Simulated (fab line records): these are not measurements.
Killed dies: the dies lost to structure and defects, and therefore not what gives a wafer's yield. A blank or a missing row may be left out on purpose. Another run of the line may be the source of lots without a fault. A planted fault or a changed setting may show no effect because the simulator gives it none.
fab line records :: flow n5Finfet
[record]
  lots = 3
  wafers = 9
  lastDay = 14
route steps=1938 shown BEOL_M9@1437 BEOL_M10@1470 PASSIVATION@1936
lots that met no fault: from a run of the same line without faults
startH: start of the lot's first displayed wafer, in hours after the record's first day :: waitH: hours since the lot's step before :: " same as the row above :: L1.1+2: a single row standing in for several wafers :: - either no value or no given start :: * or withheld: withheld :: < > ~ a bound
route shown NAME@n: NAME is a module with steps in the file, n the number in the route of the first one :: usual: mean/standard deviation taken from wafers without a fault :: same: alike in all rows :: chamber/n: place in a boat :: sites: per-site readings :: _std_site: the values' standard deviation :: _edge_site: inner sites' mean taken away from outer sites' mean :: radiusMm: how far each site lies from the wafer's centre :: mask NAME#n: copy n :: behind: the most recent tool/chamber to have shaped the wafer :: hold: the reason the lot was held/the length of the hold in hours/how it ended :: device: the transistor (n, p or np) that didn't switch :: end of line: the tests these same wafers got at the end of their route :: for a step that has no rows: nothing shown but its recipe :: killed: dies that structure and defects cost at the first sort, which is not the same as the wafer's yield :: map: per-die view of a wafer (x killed, . not killed, _ where there is no die)
set.NAME: setting as actually run; set.NAME@STEP: the setting as run at that earlier step :: model.NAME: the simulator's own value behind a step, which no gauge read
lots at selected steps of the route; one table per step, one row per wafer
services: a tool's chamber out of use, with start hour (startH, from the record's first day; less than 0 if before it), hours out, and reason
[[steps]]
[step N5_BEOL_M9_DESCUM_33]
[recipe]
  chemistry = O2
  timeS = 7
  sourcePowerW = 50
  biasPowerW = 20
  pressureMtorr = 20
  rfFrequencyHz = 2.712e+07
  tempC = 40
  resist = CAR-EUV
  o2FlowSccm = 225
[step N5_BEOL_M9_ETCH_76]
[recipe]
  chemistry = N2/H2
  target = underlayer
  targetDepthA = 65
  maskMaterial = CAR-EUV
  timeS = 5.2
  ionEnergyEv = 200
  pressureMtorr = 30
  sourceW = 840
  biasW = 150
  n2FlowSccm = 200
  h2FlowSccm = 200
  ends = cleared
[step N5_BEOL_M9_ETCH_65]
[recipe]
  chemistry = CF4
  target = SiARC
  targetDepthA = 156
  maskMaterial = CAR-EUV
  timeS = 26
  ionEnergyEv = 80
  pressureMtorr = 40
  sourceW = 545
  biasW = 36
  Ar_flow_sccm = 100
  cf4FlowSccm = 100
  ends = cleared
[step N5_BEOL_M9_ETCH_66]
[recipe]
  chemistry = N2/H2
  target = SOC
  targetDepthA = 800
  overetchA = 160
  maskMaterial = SiARC
  tempC = 40
  timeS = 120
  ionEnergyEv = 200
  pressureMtorr = 30
  sourceW = 840
  biasW = 150
  n2FlowSccm = 200
  h2FlowSccm = 200
[step N5_BEOL_M9_STRIP_69]
[recipe]
  chemistry = N2/H2
  tempC = 40
  n2FlowSccm = 200
  h2FlowSccm = 200
  rfFrequencyHz = 6e+07
[step N5_BEOL_M9_STRIP_77]
[recipe]
  chemistry = N2/H2
  tempC = 40
  n2FlowSccm = 200
  h2FlowSccm = 200
  rfFrequencyHz = 6e+07
[step N5_BEOL_M9_VIA_ETCH_34]
[recipe]
  chemistry = C4F6/O2
  target = SiCOH_lowk
  targetDepthA = 1824
  maskMaterial = SOC
  taperDeg = 4
  timeS = 68.4
  ionEnergyEv = 250
  pressureMtorr = 30
  sourceW = 345
  biasW = 185
  Ar_flow_sccm = 300
  C4F6_flow_sccm = 10
  O2_flow_sccm = 10
[step N5_BEOL_M9_STRIP_73]
[recipe]
  chemistry = C4F6/O2
  resist = SiARC
  rfFrequencyHz = 6e+07
[step N5_BEOL_M9_STRIP_36]
[recipe]
  chemistry = N2/H2
  powerW = 450
  tempC = 40
  pressureMtorr = 20
  rfFrequencyHz = 6e+07
  overashFraction = 0.3
  biasPowerW = 7
  h2Frac = 0.5
  n2FlowSccm = 200
  h2FlowSccm = 200
[step N5_BEOL_M9_TRENCH_ETCH_37]
[recipe]
  chemistry = C4F6/O2
  targetDepthA = 1514.3
  target = SiCOH_lowk
  timeS = 49
  ionEnergyEv = 250
  pressureMtorr = 30
  sourceW = 345
  biasW = 185
  Ar_flow_sccm = 300
  C4F6_flow_sccm = 10
  O2_flow_sccm = 10
[usual]
  drypumpMotorCurrentA = 5.7/0.39
  oes_ar_750_au = 0.80/0.063
  oesProductAu = 0.79/0.066
  rfVppV = 665/6.6
  showerheadPlenumPTorr = 2.85/0.065
  throttleValvePct = 20.84/0.24
lot.wafer: L193.1
tool: rieDiel-05
chamber: 0
startH: 217.10
waitH: -
drypumpMotorCurrentA: 5.7
oes_ar_750_au: 0.70
oesProductAu: 0.69
rfHoursCounterH: 238
rfVppV: 657
showerheadPlenumPTorr: 2.81
throttleValvePct: 21.28

lot.wafer: L193.4
tool: rieDiel-05
chamber: 2
startH: 217.10
waitH: -
drypumpMotorCurrentA: 5.0
oes_ar_750_au: 0.88
oesProductAu: 0.89
rfHoursCounterH: 35
rfVppV: 652
showerheadPlenumPTorr: 2.91
throttleValvePct: 20.39

lot.wafer: L193.5
tool: rieDiel-05
chamber: 2
startH: 217.10
waitH: -
drypumpMotorCurrentA: 5.0
oes_ar_750_au: 0.89
oesProductAu: 0.89
rfHoursCounterH: -
rfVppV: 649
showerheadPlenumPTorr: 2.91
throttleValvePct: 20.38

lot.wafer: L194.1
tool: rieDiel-01
chamber: 0
startH: 226.48
waitH: -
drypumpMotorCurrentA: 5.6
oes_ar_750_au: 0.76
oesProductAu: 0.75
rfHoursCounterH: 151
rfVppV: 662
showerheadPlenumPTorr: 2.85
throttleValvePct: 20.94

lot.wafer: L194.2
tool: rieDiel-01
chamber: 2
startH: 226.48
waitH: -
drypumpMotorCurrentA: 5.7
oes_ar_750_au: 0.83
oesProductAu: 0.83
rfHoursCounterH: 70
rfVppV: 668
showerheadPlenumPTorr: 2.76
throttleValvePct: 20.56

lot.wafer: L194.5
tool: rieDiel-01
chamber: 2
startH: 226.48
waitH: -
drypumpMotorCurrentA: 5.7
oes_ar_750_au: 0.81
oesProductAu: 0.84
rfHoursCounterH: -
rfVppV: 669
showerheadPlenumPTorr: 2.76
throttleValvePct: 20.58

lot.wafer: L201.4
tool: rieDiel-01
chamber: 0
startH: 278.09
waitH: -
drypumpMotorCurrentA: 5.6
oes_ar_750_au: 0.75
oesProductAu: 0.73
rfHoursCounterH: 168
rfVppV: 662
showerheadPlenumPTorr: 2.85
throttleValvePct: 20.97

lot.wafer: L201.5
tool: rieDiel-01
chamber: 0
startH: 278.09
waitH: -
drypumpMotorCurrentA: 5.6
oes_ar_750_au: 0.75
oesProductAu: 0.74
rfHoursCounterH: -
rfVppV: 662
showerheadPlenumPTorr: 2.84
throttleValvePct: 20.96

lot.wafer: L201.6
tool: rieDiel-01
chamber: 1
startH: 278.09
waitH: -
drypumpMotorCurrentA: 5.8
oes_ar_750_au: 0.81
oesProductAu: 0.80
rfHoursCounterH: -
rfVppV: 676
showerheadPlenumPTorr: 2.87
throttleValvePct: 20.91
[step N5_BEOL_M9_ETCH_41]
[recipe]
  chemistry = CH3F/O2
  target = SiCN
  targetDepthA = 366
  taperDeg = 2
  timeS = 70.1
  ionEnergyEv = 120
  maskMaterial = TiN
  pressureMtorr = 30
  sourceW = 395
  biasW = 75
  Ar_flow_sccm = 150
  CH3F_flow_sccm = 30
  O2_flow_sccm = 20
[step N5_BEOL_M9_STRIP_80]
[recipe]
  chemistry = N2/H2
  timeS = 10
  powerW = 450
  tempC = 40
  pressureMtorr = 20
  rfFrequencyHz = 6e+07
  biasPowerW = 7
  n2FlowSccm = 200
  h2FlowSccm = 200
[step N5_BEOL_M9_HM_STRIP_39]
[recipe]
  chemistry = peroxideTinStrip
  material = TiN
  targetDepthA = 250
  tempC = 50
  timeS = 158
[step N5_BEOL_M9_SRD_40]
[recipe]
  timeS = 30
  tempC = 23
  rinseLiquid = diw
  dry = ipaMarangoni
[step N5_BEOL_M9_PRECLEAN_42]
[recipe]
  chemistry = residueRemover
  timeS = 60
  tempC = 40
[step N5_BEOL_M9_SRD_43]
[recipe]
  timeS = 30
  tempC = 23
  rinseLiquid = diw
  dry = ipaMarangoni
[step N5_BEOL_M9_CURE_72]
[recipe]
  tempC = 370
  timeS = 120
  ambient = DMADMS/He
  material = SiCOH_lowk
[step N5_BEOL_M9_DEGAS_44]
[recipe]
  ambient = vacuum
  tempC = 250
  timeS = 60
[step N5_BEOL_M9_PRE_CLEAN_45]
[recipe]
  gas = H2/He
  timeS = 30
  tempC = 250
[step N5_BEOL_M9_ALD_74]
[recipe]
  material = TaN
  targetThkA = 20
  tempC = 275
  aldPrecursorFamily = PDMAT
  aldCoReactant = NH3
  pressureTorr = 3
  carrierFlowSccm = 1500
  pulseTimeS = 2
  purgeTimeS = 3
  coReactantPurgeTimeS = 2
  coReactantPulseTimeS = 3
  aldCycles = 40
  precursorVesselTempC = 75
  precursorVesselPressureTorr = 26.25
  precursorVesselCarrierSccm = 1000
[step N5_BEOL_M9_SURFACE_TREAT_79]
[recipe]
  gas = Ar
  timeS = *
  ionEnergyEv = *
  ionCurrentMaCm2 = 0.5
  pressureMtorr = *
  arFlowSccm = 30
[step N5_BEOL_M9_CVD_78]
[recipe]
  material = Co
  targetThkA = 20
  tempC = withheld
  precursor = CCTBA/H2
  pressureTorr = 30
  timeS = 138.9
[step N5_BEOL_M9_SPUTTER_48]
[recipe]
  material = Cu
  targetThkA = 120
  tempC = -20
  biasV = 60
  powerW = 26000
  chamberPressurePa = 0.13
  timeS = 2
[step N5_BEOL_M9_ECD_50]
[recipe]
  material = Cu
  targetThkA = 3180
[step N5_BEOL_M9_ANNEAL_51]
[recipe]
  tempC = 225
  timeS = 90
  ambient = N2
[step N5_BEOL_M9_CMP_52]
[recipe]
  stopOn = SiCOH_lowk
  tOverpolishS = 7
  downForcePsi = 1
  platenRpm = 50
  clearingPlatenDownForcePsi = 1.5
  clearingPlatenRpm = 50
  postCmpClean = cuAlkaline
  targetThkNm = 140
  clearingPlatenPadVelocityMS = 0.99484
  padVelocityMS = 0.99484
[step N5_BEOL_M9_PRE_CLEAN_55]
[recipe]
  gas = NH3
  timeS = 15
  tempC = withheld
  rfPowerW = 300
[step N5_BEOL_M9_DEP_56]
[recipe]
  material = SiCN
  targetThkA = 150
  tempC = withheld
  precursor = 3MS/NH3
  pressureTorr = 3
  rfW = 202
  timeS = 26.5
[step N5_BEOL_M10_ILD_DEP_00]
[recipe]
  material = SiCOH_lowk
  targetThkA = 3085.1
  tempC = 300
  precursor = DEMS/porogen
  pressureTorr = 5
  rfW = 500
  timeS = 58
[step N5_BEOL_M10_CURE_71]
[recipe]
  tempC = 385
  timeS = 240
  ambient = He/Ar
  material = SiCOH_lowk
[step N5_BEOL_M10_PECVD_70]
[recipe]
  material = SiO2
  targetThkA = 200
  tempC = 400
  precursor = TEOS/O2
  pressureTorr = 5.5
  rfW = 450
  teosFlowSccm = 53.8
  gas = O2
  flowSccm = 3000
  timeS = 22.7
[step N5_BEOL_M10_HM_DEP_02]
[recipe]
  material = TiN
  targetThkA = 200
  tempC = 25
  chamberPressurePa = 0.49996
[step N5_BEOL_M10_COAT_59]
[recipe]
  resist = SOC
  tempC = 250
  timeS = 60
  spinRpm = 1500
  resistThkNm = 100
[step N5_PASSIVATION_PROBE_49]
[usual]
  defectLimitedYield = 91.3/1.3
  killed_at_M0_to_M3 = 33/8.9
  killed_at_M4_up = 15/5.4
  killedAtContacts = 13/5.8
  killedAtFrontEnd = 39/9.9
  killedAtOther = 3.2/2.9
  killedDies = 102/15
  killedOnRim = 13/3.7
  killedOpen = 68/12
  killedShort = 34/7.6
  sort_bin_5_function = 5.1/0.89
  sort_bin_6_memory = 3.2/0.63
  sortNPass = 1078/15
  sortYieldPct = 91.3/1.3
[same]
  grossDies = 1180
  killedAtBackSide = 0
  sort_bin_4_leakage[%] = 0
  sort_bin_8_speed[%] = 0
lot.wafer: L193.1
tool: prober-02
chamber: -
startH: 268.56
waitH: 0.0
defectLimitedYield[%]: 91.5
killed_at_M0_to_M3: 36
killed_at_M4_up: 17
killedAtContacts: 17
killedAtFrontEnd: 30
killedAtOther: 0
killedDies: 100
killedOnRim: 15
killedOpen: 65
killedShort: 35
sort_bin_5_function[%]: 4.6
sort_bin_6_memory[%]: 3.6
sortNPass: 1080
sortYieldPct[%]: 91.5

lot.wafer: L193.4
tool: prober-02
chamber: -
startH: 268.71
waitH: 0.2
defectLimitedYield[%]: 91.9
killed_at_M0_to_M3: 35
killed_at_M4_up: 11
killedAtContacts: 12
killedAtFrontEnd: 34
killedAtOther: 4
killedDies: 96
killedOnRim: 9
killedOpen: 64
killedShort: 32
sort_bin_5_function[%]: 5.2
sort_bin_6_memory[%]: 2.7
sortNPass: 1084
sortYieldPct[%]: 91.9

lot.wafer: L193.5
tool: prober-02
chamber: -
startH: 268.76
waitH: 0.2
defectLimitedYield[%]: 91.9
killed_at_M0_to_M3: 19
killed_at_M4_up: 16
killedAtContacts: 21
killedAtFrontEnd: 39
killedAtOther: 0
killedDies: 95
killedOnRim: 16
killedOpen: 67
killedShort: 28
sort_bin_5_function[%]: 4.8
sort_bin_6_memory[%]: 3.0
sortNPass: 1085
sortYieldPct[%]: 91.9

lot.wafer: L194.1
tool: prober-02
chamber: -
startH: 286.42
waitH: 0.0
defectLimitedYield[%]: 91.4
killed_at_M0_to_M3: 36
killed_at_M4_up: 12
killedAtContacts: 5
killedAtFrontEnd: 43
killedAtOther: 5
killedDies: 101
killedOnRim: 8
killedOpen: 60
killedShort: 41
sort_bin_5_function[%]: 5.0
sort_bin_6_memory[%]: 3.1
sortNPass: 1079
sortYieldPct[%]: 91.4

lot.wafer: L194.2
tool: prober-02
chamber: -
startH: 286.47
waitH: 0.1
defectLimitedYield[%]: 91.3
killed_at_M0_to_M3: 51
killed_at_M4_up: 9
killedAtContacts: 8
killedAtFrontEnd: 34
killedAtOther: 1
killedDies: 103
killedOnRim: 12
killedOpen: 59
killedShort: 44
sort_bin_5_function[%]: 5.7
sort_bin_6_memory[%]: 2.6
sortNPass: 1077
sortYieldPct[%]: 91.3

lot.wafer: L194.5
tool: prober-02
chamber: -
startH: 286.62
waitH: 0.2
defectLimitedYield[%]: 91.4
killed_at_M0_to_M3: 45
killed_at_M4_up: 13
killedAtContacts: 4
killedAtFrontEnd: 37
killedAtOther: 2
killedDies: 101
killedOnRim: 12
killedOpen: 64
killedShort: 37
sort_bin_5_function[%]: 5.0
sort_bin_6_memory[%]: 3.3
sortNPass: 1079
sortYieldPct[%]: 91.4

lot.wafer: L201.4
tool: prober-01
chamber: -
startH: 335.24
waitH: 0.2
defectLimitedYield[%]: 79.2
killed_at_M0_to_M3: 26
killed_at_M4_up: 166
killedAtContacts: 9
killedAtFrontEnd: 40
killedAtOther: 5
killedDies: 246
killedOnRim: 15
killedOpen: 55
killedShort: 41
sort_bin_5_function[%]: 12.5
sort_bin_6_memory[%]: 4.4
sortNPass: 934
sortYieldPct[%]: 79.2

lot.wafer: L201.5
tool: prober-01
chamber: -
startH: 335.29
waitH: 0.2
defectLimitedYield[%]: 79.7
killed_at_M0_to_M3: 23
killed_at_M4_up: 170
killedAtContacts: 8
killedAtFrontEnd: 36
killedAtOther: 3
killedDies: 240
killedOnRim: 14
killedOpen: 51
killedShort: 28
sort_bin_5_function[%]: 11.9
sort_bin_6_memory[%]: 4.5
sortNPass: 940
sortYieldPct[%]: 79.7

lot.wafer: L201.6
tool: prober-01
chamber: -
startH: 335.34
waitH: 0.3
defectLimitedYield[%]: 90.8
killed_at_M0_to_M3: 26
killed_at_M4_up: 17
killedAtContacts: 8
killedAtFrontEnd: 45
killedAtOther: 13
killedDies: 109
killedOnRim: 18
killedOpen: 73
killedShort: 34
sort_bin_5_function[%]: 5.2
sort_bin_6_memory[%]: 3.6
sortNPass: 1071
sortYieldPct[%]: 90.8
// killed by level:class
L193.1 MOL_CONTACT_COAG:geometricParticle:open=13 BEOL_M2:geometricParticle:open=11 BEOL_M0:geometricParticle:open=9 BEOL_M4:geometricParticle:open=6 STI_FIN_REVEAL:geometricParticle:open=4 STARTING-WAFER:geometricParticle:short=4 DUMMY_GATE:geometricParticle:short=4 MOL_CONTACT_COAG:geometricParticle:short=4
L193.4 BEOL_M0_SAQP:geometricParticle:short=10 STI_FIN_REVEAL:geometricParticle:open=9 DUMMY_GATE:geometricParticle:open=9 BEOL_M0_SAQP:geometricParticle:open=9 MOL_CONTACT_COAG:geometricParticle:open=8 BEOL_M4:geometricParticle:open=7 FIN_SAQP:geometricParticle:short=4 MOL_CONTACT_COAG:geometricParticle:short=4
L193.5 MOL_CONTACT_COAG:geometricParticle:open=16 STI_FIN_REVEAL:geometricParticle:open=10 FIN_SAQP:geometricParticle:short=8 BEOL_M4:geometricParticle:open=8 MOL_CONTACT_COAG:geometricParticle:short=5 BEOL_M1:geometricParticle:open=5 BEOL_M3:geometricParticle:open=5 FIN_SAQP:geometricParticle:open=4
L194.1 FIN_SAQP:geometricParticle:open=7 BEOL_M3:geometricParticle:short=7 BEOL_M2:geometricParticle:open=7 FIN_SAQP:geometricParticle:short=6 DUMMY_GATE:geometricParticle:open=6 BEOL_M1:geometricParticle:open=6 MOL_CONTACT_COAG:geometricParticle:open=5 ILD0:geometricParticle:open=4
L194.2 BEOL_M0_SAQP:geometricParticle:open=13 BEOL_M2:geometricParticle:open=10 BEOL_M0_SAQP:geometricParticle:short=9 DUMMY_GATE:geometricParticle:open=8 MOL_CONTACT_COAG:geometricParticle:open=8 BEOL_M2:geometricParticle:short=6 BEOL_M3:geometricParticle:open=5 STARTING-WAFER:geometricParticle:short=5
L194.5 BEOL_M0_SAQP:geometricParticle:short=16 BEOL_M0_SAQP:geometricParticle:open=13 FIN_SAQP:geometricParticle:open=11 DUMMY_GATE:geometricParticle:open=6 BEOL_M2:geometricParticle:open=6 BEOL_M4:geometricParticle:open=6 FIN_SAQP:geometricParticle:short=5 STI_FIN_REVEAL:geometricParticle:open=5
L201.4 BEOL_M9:unspecified=150 FIN_SAQP:geometricParticle:open=10 STI_FIN_REVEAL:geometricParticle:open=8 MOL_CONTACT_COAG:geometricParticle:open=8 BEOL_M4:geometricParticle:open=8 FIN_SAQP:geometricParticle:short=7 BEOL_M0_SAQP:geometricParticle:short=7 BEOL_M0_SAQP:geometricParticle:open=5
L201.5 BEOL_M9:unspecified=161 STI_FIN_REVEAL:geometricParticle:open=10 FIN_SAQP:geometricParticle:open=8 MOL_CONTACT_COAG:geometricParticle:open=7 BEOL_M0_SAQP:geometricParticle:short=5 STI_FIN_REVEAL:geometricParticle:short=4 BEOL_M2:geometricParticle:open=4 BEOL_M0_SAQP:geometricParticle:open=4
L201.6 STI_FIN_REVEAL:geometricParticle:open=17 BEOL_M4:geometricParticle:open=11 MOL_CONTACT_COAG:geometricParticle:open=7 FIN_SAQP:geometricParticle:open=6 BEOL_M1:geometricParticle:open=6 FIN_SAQP:geometricParticle:short=4 STI_FIN_REVEAL:geometricParticle:short=4 BEOL_M0_SAQP:geometricParticle:short=4
// map L201.4 (x killed, . not)
_________________...........x________________
______________...x.x.........x.x_____________
___________x..............x.x......__________
__________.........................._________
________............x......x...x......_______
_______.....x.....................x....______
______.....x.....................x......_____
_____..................xx...x............____
____....................x........x...xx...___
___..............x..x......................__
___.........x..................x......x....__
__.......xx.........xxx.x.......x..........._
__.......x......x.xx.xx.xx........x........._
_...............x.xxxxxxxxxx..........xx.....
_..x.........x.xxxxxxxxxxxxx..........x.x.x..
_.............xxxxxxxxxxxxxxxx....x..........
_..............xxxxxxxxxxxxxxxx.x............
_x..........x..xxxxxxxxxxxxxxx...........x...
_....x.........xxxxxxxxxxxxxxx............x..
_.....x........xxxxxxxxxxxxxxx.....x..xx.....
_...x....x....x.xxxxxxxxxxxxxx....x.x........
__.x.............xxxxxxxxxx.x..............._
__............xxx.x.xxxxxxxx.....x.........._
___...........x....x.x.x.xx......x....x....__
___x.x.......x......xxx.xx...........x.x...__
____...xxx..........x.....................___
_____...........x.......................x____
______.........x.............x.........._____
_______x.............................x.______
________.....x.......x..xx............_______
__________.x.......xx..............._________
___________....................x...__________
______________............x....._____________
_________________x.x.....x...________________
// map L194.2 (x killed, . not)
_________________..........x.________________
______________..x.....x.......x._____________
___________x....................x..__________
__________.x....................x..._________
________...........x.................._______
_______....x.....................xx....______
______..................x............x.._____
_____....x................x......x.......____
____....................x............x..x.___
___.............x........x.....x...x.......__
___....x..x...............x..x..x..........__
__..........xx..x......................x...._
__.....x.....x....................x........._
_....xx........x.............x..x............
_........x...x............xx.................
_......................x.....................
_...................x.......x................
_..x................x...xx...................
_..............................x.............
_.....x.........x.....xx.....................
_..x.....x..x.......x.....x...xxx............
__.....x......................x...........x._
__.............x.....x...x........x..x.x...._
___..x.........x.........xx...x............__
___..x......x..............x...............__
____.............x...........x.x..........___
_____...x....x...x..x.....x.........x....____
______.................................._____
_______..........x.....................______
________...............x.............._______
__________x..x.x....x..............._________
___________x......x.....x..........__________
______________................x._____________
_________________.....x...x..________________
[[services]]
tool: rieDiel-01
chamber: -
startH: 232.90
hours: 2.8
kind: pm

tool: rieDiel-05
chamber: -
startH: 255.94
hours: 4.4
kind: repair

tool: rieDiel-05
chamber: 0
startH: 261.54
hours: -
kind: clean

tool: rieDiel-05
chamber: 0
startH: 261.54
hours: -
kind: consumableReplace:focusRing

tool: rieDiel-05
chamber: 0
startH: 261.54
hours: 20.1
kind: scheduledDown

tool: rieDiel-05
chamber: 0
startH: 261.54
hours: 20.1
kind: ventCycle

tool: rieDiel-05
chamber: -
startH: 265.35
hours: 34.4
kind: repair
[[key]]
[firstSign]
  step = N5_PASSIVATION_PROBE_49
  reading = killed_at_M4_up
  direction = up
  sigmas = 29
  usual = 15
  struck = 168
[effect]
  step = N5_PASSIVATION_PROBE_49
  reading = killedDies
  direction = up
  sigmas = 9.3
  usual = 102
  struck = 243
[moreKillsBornAt]
  N5_BEOL_M9_TRENCH_ETCH_37@rieDiel-01 = 311
metAt N5_BEOL_M9_TRENCH_ETCH_37
struckWafers L201.4,L201.5
onsetBetween 226.48 278.09
[fault]
  kind = chamberParticleSource
  tool = rieDiel-01
  chamber = 0
  onsetH = 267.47
  steps = N5_BEOL_M9_TRENCH_ETCH_37
  ratePerVisitCm2 = 2.0215
  endH = 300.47
